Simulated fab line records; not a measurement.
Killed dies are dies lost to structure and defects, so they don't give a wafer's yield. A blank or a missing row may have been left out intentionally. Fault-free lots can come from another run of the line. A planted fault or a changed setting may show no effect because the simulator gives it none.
Comparing a struck lot with a sound one :: flow n5-finfet :: 30 out of 1938 route steps
Sound: the wafers L702.1, L702.4, L702.5. The struck wafers were L692.3, L692.4, L692.5. The cause is named last.
Per side, at each step with rows, come the tool, then ch with its chambers, and then its first start. Under that, the readings that differ: sound wafers :: struck wafers :: difference of the means :: sigmas: that difference in standard deviations of wafers without a fault.
alike: same words and numbers on both sides, and readings whose means sit less than 2 such deviations apart. not compared: any withheld reading, any reading some wafer has no value for, any bound like >300 that may hide the same value, and any number with overlapping values for which the record gives no deviation.
The two part at a step that has a row with sigmas, a row that says differs or no value, or rows on one side only. Numbers that have no deviation but don't overlap get no sigmas and don't part them. A reading that every wafer of one side lacks parts them only if that side has two wafers or more.

first, 9 steps without rows for these wafers: N5_SD_EPI_P_SOFTBAKE_04 (time 60 s); N5_SD_EPI_P_EXPOSE_06 (exposes mask SD P BLK, target cd 240 nm); N5_SD_EPI_P_PEB_07 (peb time 60 s); N5_SD_EPI_P_DEVELOP_08 (develop time 30 s); N5_SD_EPI_P_DESCUM_14 (chemistry O2, time 7.9 s); N5_SD_EPI_P_ETCH_36 (etches SiARC in CF4, target depth 45.5 nm, time 75.8 s); N5_SD_EPI_P_ETCH_37 (etches SOC in N2/H2, overetch 108 nm, time 486 s); N5_SD_EPI_P_STRIP_38 (strips in N2/H2); N5_SD_EPI_P_ETCHBACK_46 (etches SiNx in CH3F/O2, stops on SiO2, target depth 17.5 nm).
N5_SD_EPI_P_ETCH_47: etches SiOCN in CH3F/O2, target depth 25 nm.
  sound on rie-diel-02 ch 0,2, day 9 02:46; struck on rie-diel-03 ch 0,2, day 6 14:44
  alike: O2_flow_sccm, drypump-motor-current-A, oes-product-au, rf-fwd-power-W, rf-vpp-V, showerhead-plenum-p-Torr, throttle-valve-pct
  not compared: rf-hours-counter-h
then, 16 steps without rows for these wafers: N5_SD_EPI_P_ETCH_16 (etches SiO2 in CHF3/O2, target depth 5 nm); N5_SD_EPI_P_STRIP_50 (strips in CHF3/O2); N5_SD_EPI_P_SD_RECESS_17 (chemistry HBr/Cl2/O2, target depth 39.1 nm, bt time 3 s); N5_SD_EPI_P_WET_ETCH_45 (etches SiO2 in dHF, time 10.7 s, target depth 2 nm, rinse time 30 s); N5_SD_EPI_P_STRIP_40 (strips in N2/H2); N5_SD_EPI_P_PRECLEAN_52 (cleans in O3/DIW, time 60 s); N5_SD_EPI_P_SRD_20 (time 30 s); N5_SD_EPI_P_PRECLEAN_51 (cleans in NF3:NH3, afs cycles 1, time 20 s, sublimation time 60 s); N5_SD_EPI_P_VAPOR_ETCH_44 (etches SiGe30 in NF3/Ar, time 3.3 s); N5_SD_EPI_P_EPI_21 (deposits SiGe:B, time 355 s); N5_SD_EPI_P_HM_STRIP_48 (strips SiNx in H3PO4, material SiNx, target depth 3 nm); N5_SD_EPI_P_SRD_49 (time 30 s); N5_SD_EPI_P_PRECLEAN_24 (cleans in O3/DIW, time 45 s); N5_SD_EPI_P_PRECLEAN_32 (cleans in dHF, time 10 s); N5_SD_EPI_P_PRECLEAN_33 (cleans in SC2, time 45 s); N5_SD_EPI_P_SRD_25 (time 30 s).
N5_SD_EPI_P_INSPECT_26: inspects for defects (darkfield).
  sound on defect-inspect-01, day 9 05:58; struck on defect-inspect-01, day 6 17:56
reading: raw-defect-count
sound: 177 167 164
struck: 1608 1564 1559
difference: +1408
sigmas: +34
then, 1 step without rows for these wafers: N5_SD_ACTIVATION_RTA_00 (time 0 s).
-- here the record skips 9 days between the struck wafers' starts before and after, leaving off in module SD_ACTIVATION and picking up in module BEOL_M4 (first step shown: number 1111 of the route) --
N5_BEOL_M4_RC_MEAS_101:
  sound on prober-02 ch 0, day 17 18:16; struck on prober-01 ch 0, day 15 17:44
  alike: DIBL_N, DIBL_P, IOFF_N, IOFF_P, ION_N, ION_P, SS_N, SS_P, VT_N, VT_P
-- here the record skips 4 days between the struck wafers' starts before and after, leaving off in module BEOL_M4 and picking up in module PASSIVATION (first step shown: number 1936 of the route) --
N5_PASSIVATION_PROBE_49:
  sound on prober-01, day 22 06:04; struck on prober-01, day 19 22:34
reading: defect-limited-yield (%)
sound: 91.9 93.0 89.7
struck: 77.5 83.2 83.9
difference: -10.0
sigmas: -7

reading: killed-at-front-end
sound: 43 25 48
struck: 185 141 130
difference: +113
sigmas: +10

reading: killed-dies
sound: 95 83 121
struck: 266 198 190
difference: +118
sigmas: +7

reading: killed-on-rim
sound: 12 6 14
struck: 39 28 37
difference: +24
sigmas: +6

reading: sort_bin_5_function (%)
sound: 4.5 4.2 6.1
struck: 12.5 9.0 9.2
difference: +5.3
sigmas: +5

reading: sort-n-pass
sound: 1085 1097 1059
struck: 914 982 990
difference: -118
sigmas: -7

reading: sort-yield-pct (%)
sound: 91.9 93.0 89.7
struck: 77.5 83.2 83.9
difference: -10.0
sigmas: -7
  alike: killed_at_M0_to_M3, killed_at_M4_up, killed-at-contacts, killed-at-other, killed-open, killed-short, sort_bin_4_leakage, sort_bin_6_memory

== WHERE THEY PART ==
At N5_SD_EPI_P_INSPECT_26 first; at N5_PASSIVATION_PROBE_49 last (within this record only).

WHY: the cause the simulator had injected
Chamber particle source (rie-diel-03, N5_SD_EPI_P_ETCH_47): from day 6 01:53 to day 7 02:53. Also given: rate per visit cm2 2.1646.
